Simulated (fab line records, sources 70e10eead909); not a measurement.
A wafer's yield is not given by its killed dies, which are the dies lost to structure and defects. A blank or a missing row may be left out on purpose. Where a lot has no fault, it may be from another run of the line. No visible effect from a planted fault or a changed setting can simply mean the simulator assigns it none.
Which tool did it? / flow nand-harc / Sampling: 11 lots, 33 wafers, 5 of 1302 route steps

## WHAT EACH GAUGE READ, for each wafer
NHARC_A_ONON_D2_THK_MEAS_24: measures by ellipsometry.
lot=L478; measured=day 13 17:05; on=film-metro-02; thk-nm (nm)=1010 1009 1009
lot=L479; measured=day 14 11:14; on=film-metro-02; thk-nm (nm)=1006 1008 1006
lot=L485; measured=day 16 15:45; on=film-metro-01; thk-nm (nm)=294 296 296
lot=L486; measured=day 17 17:50; on=film-metro-01; thk-nm (nm)=275 277 275
lot=L492; measured=day 19 21:41; on=film-metro-01; thk-nm (nm)=994 992 993
lot=L493; measured=day 19 21:41; on=film-metro-02; thk-nm (nm)=999 999 1001
lot=L494; measured=day 20 16:17; on=film-metro-02; thk-nm (nm)=1012 1009 1012
lot=L495; measured=day 21 12:47; on=film-metro-01; thk-nm (nm)=1015 1014 1016
lot=L496; measured=day 21 12:47; on=film-metro-02; thk-nm (nm)=1007 1006 1007
lot=L497; measured=day 21 13:08; on=film-metro-02; thk-nm (nm)=1005 1004 1007
lot=L498; measured=day 22 04:23; on=film-metro-02; thk-nm (nm)=997 996 997

## EACH LOT AND THE TOOL THAT RAN IT (in order: tool; ch and the chambers of the sampled wafers; start)
lot=L478; NHARC_A_CHANNEL_HOLE_D1_ETCH_26=har-etch-01 ch 0,1, day 9 21:25; NHARC_A_CHANNEL_HOLE_D1_ETCH_44=rie-diel-05 ch 1,2,3, day 9 22:22; NHARC_A_CHANNEL_HOLE_D1_STRIP_27=rie-diel-05 ch 0,1,2, day 13 16:34 or earlier; NHARC_A_ONON_D2_DEP_22=pecvd-onon-02 ch 0, day 13 16:34
lot=L479; NHARC_A_CHANNEL_HOLE_D1_ETCH_26=har-etch-01 ch 0,1, day 10 03:03; NHARC_A_CHANNEL_HOLE_D1_ETCH_44=rie-diel-05 ch 0,3, day 10 04:00; NHARC_A_CHANNEL_HOLE_D1_STRIP_27=rie-diel-05 ch 1,2, day 14 10:47 or earlier; NHARC_A_ONON_D2_DEP_22=pecvd-onon-01 ch 0, day 14 10:47
lot=L485; NHARC_A_CHANNEL_HOLE_D1_ETCH_26=har-etch-01 ch 0,1, day 12 15:46; NHARC_A_CHANNEL_HOLE_D1_ETCH_44=rie-diel-05 ch 0,2,3, day 12 16:44; NHARC_A_CHANNEL_HOLE_D1_STRIP_27=rie-diel-05 ch 0,1,3, day 16 15:15 or earlier; NHARC_A_ONON_D2_DEP_22=pecvd-onon-01 ch 0, day 16 15:15
lot=L486; NHARC_A_CHANNEL_HOLE_D1_ETCH_26=har-etch-01 ch 0,1, day 13 13:41; NHARC_A_CHANNEL_HOLE_D1_ETCH_44=rie-diel-05 ch 0,1, day 13 14:38; NHARC_A_CHANNEL_HOLE_D1_STRIP_27=rie-diel-05 ch 0,1,2, day 17 17:20 or earlier; NHARC_A_ONON_D2_DEP_22=pecvd-onon-01 ch 0, day 17 17:20
lot=L492; NHARC_A_CHANNEL_HOLE_D1_ETCH_26=har-etch-01 ch 0,1, day 15 18:21; NHARC_A_CHANNEL_HOLE_D1_ETCH_44=rie-diel-05 ch 0,1,3, day 15 19:20; NHARC_A_CHANNEL_HOLE_D1_STRIP_27=rie-diel-05 ch 0,1,3, day 19 21:14 or earlier; NHARC_A_ONON_D2_DEP_22=pecvd-onon-04 ch 0, day 19 21:14
lot=L493; NHARC_A_CHANNEL_HOLE_D1_ETCH_26=har-etch-02 ch 0,1, day 15 21:53; NHARC_A_CHANNEL_HOLE_D1_ETCH_44=rie-diel-05 ch 0,2,3, day 15 22:48; NHARC_A_CHANNEL_HOLE_D1_STRIP_27=rie-diel-05 ch 0,1,2, day 19 21:13 or earlier; NHARC_A_ONON_D2_DEP_22=pecvd-onon-02 ch 0, day 19 21:13
lot=L494; NHARC_A_CHANNEL_HOLE_D1_ETCH_26=har-etch-01 ch 0,1, day 16 10:45; NHARC_A_CHANNEL_HOLE_D1_ETCH_44=rie-diel-05 ch 0,1,3, day 16 11:37; NHARC_A_CHANNEL_HOLE_D1_STRIP_27=rie-diel-05 ch 0,1,3, day 20 15:53 or earlier; NHARC_A_ONON_D2_DEP_22=pecvd-onon-01 ch 0, day 20 15:53
lot=L495; NHARC_A_CHANNEL_HOLE_D1_ETCH_26=har-etch-01 ch 0,1, day 17 09:32; NHARC_A_CHANNEL_HOLE_D1_ETCH_44=rie-diel-06 ch 1,2, day 17 10:29; NHARC_A_CHANNEL_HOLE_D1_STRIP_27=rie-diel-06 ch 0,1, day 21 12:16 or earlier; NHARC_A_ONON_D2_DEP_22=pecvd-onon-01 ch 0, day 21 12:16
lot=L496; NHARC_A_CHANNEL_HOLE_D1_ETCH_26=har-etch-01 ch 0,1, day 17 17:29; NHARC_A_CHANNEL_HOLE_D1_ETCH_44=rie-diel-09 ch 0,1,2, day 17 18:27; NHARC_A_CHANNEL_HOLE_D1_STRIP_27=rie-diel-09 ch 2,3, day 21 12:17 or earlier; NHARC_A_ONON_D2_DEP_22=pecvd-onon-02 ch 0, day 21 12:17
lot=L497; NHARC_A_CHANNEL_HOLE_D1_ETCH_26=har-etch-02 ch 0, day 17 17:40; NHARC_A_CHANNEL_HOLE_D1_ETCH_44=rie-diel-05 ch 1,2,3, day 17 18:37; NHARC_A_CHANNEL_HOLE_D1_STRIP_27=rie-diel-05 ch 1,2,3, day 21 12:37 or earlier; NHARC_A_ONON_D2_DEP_22=pecvd-onon-01 ch 0, day 21 12:37
lot=L498; NHARC_A_CHANNEL_HOLE_D1_ETCH_26=har-etch-01 ch 0,1, day 18 00:24; NHARC_A_CHANNEL_HOLE_D1_ETCH_44=rie-diel-06 ch 0,1,3, day 18 01:21; NHARC_A_CHANNEL_HOLE_D1_STRIP_27=rie-diel-06 ch 0,1,3, day 22 03:53 or earlier; NHARC_A_ONON_D2_DEP_22=pecvd-onon-01 ch 0, day 22 03:53
- NHARC_A_CHANNEL_HOLE_D1_ETCH_26: etches the open film in C4F8/O2/Ar, time 224.1 s, target depth 300 nm.
- NHARC_A_CHANNEL_HOLE_D1_ETCH_44: etches the open film in CF4/O2, target depth 140 nm, overetch 14 nm, time 77 s.
- NHARC_A_CHANNEL_HOLE_D1_STRIP_27: strips in O2.
- NHARC_A_ONON_D2_DEP_22: target thk 1000 nm.

## THE ANSWER, worked out from the rows above alone
Rule: usual is defined by the lots themselves. The widest of any qualifying gaps counts: lots, ordered by their means at a reading, are off when they make up no more than a third of the lots, leave a main group of 4 or more, and stand apart from it by 3 or more times the standard deviation of that group's means. The tables above print the reading to a certain number of digits; a main group whose means all agree to those digits is not used. A lot without any number at a reading at which 4 lots or more have one is off too. Any other lot the step has rows for is counted as sound.
Off: L485, L486, at NHARC_A_ONON_D2_THK_MEAS_24 (thk-nm). The main group has a mean of 1005 nm with a standard deviation of 6.7.
A tool fits if, at a process step before that reading, it ran every lot that is off, and no sound lot after the first of them. The gauges at NHARC_A_ONON_D2_THK_MEAS_24 are tried like those tools. Because NHARC_A_CHANNEL_HOLE_D1_STRIP_27 lacks a start for some lots, the hours and order of its lots are taken from NHARC_A_ONON_D2_DEP_22. Of those tried, none fits.

## WHAT THE SIMULATOR HAD PUT IN
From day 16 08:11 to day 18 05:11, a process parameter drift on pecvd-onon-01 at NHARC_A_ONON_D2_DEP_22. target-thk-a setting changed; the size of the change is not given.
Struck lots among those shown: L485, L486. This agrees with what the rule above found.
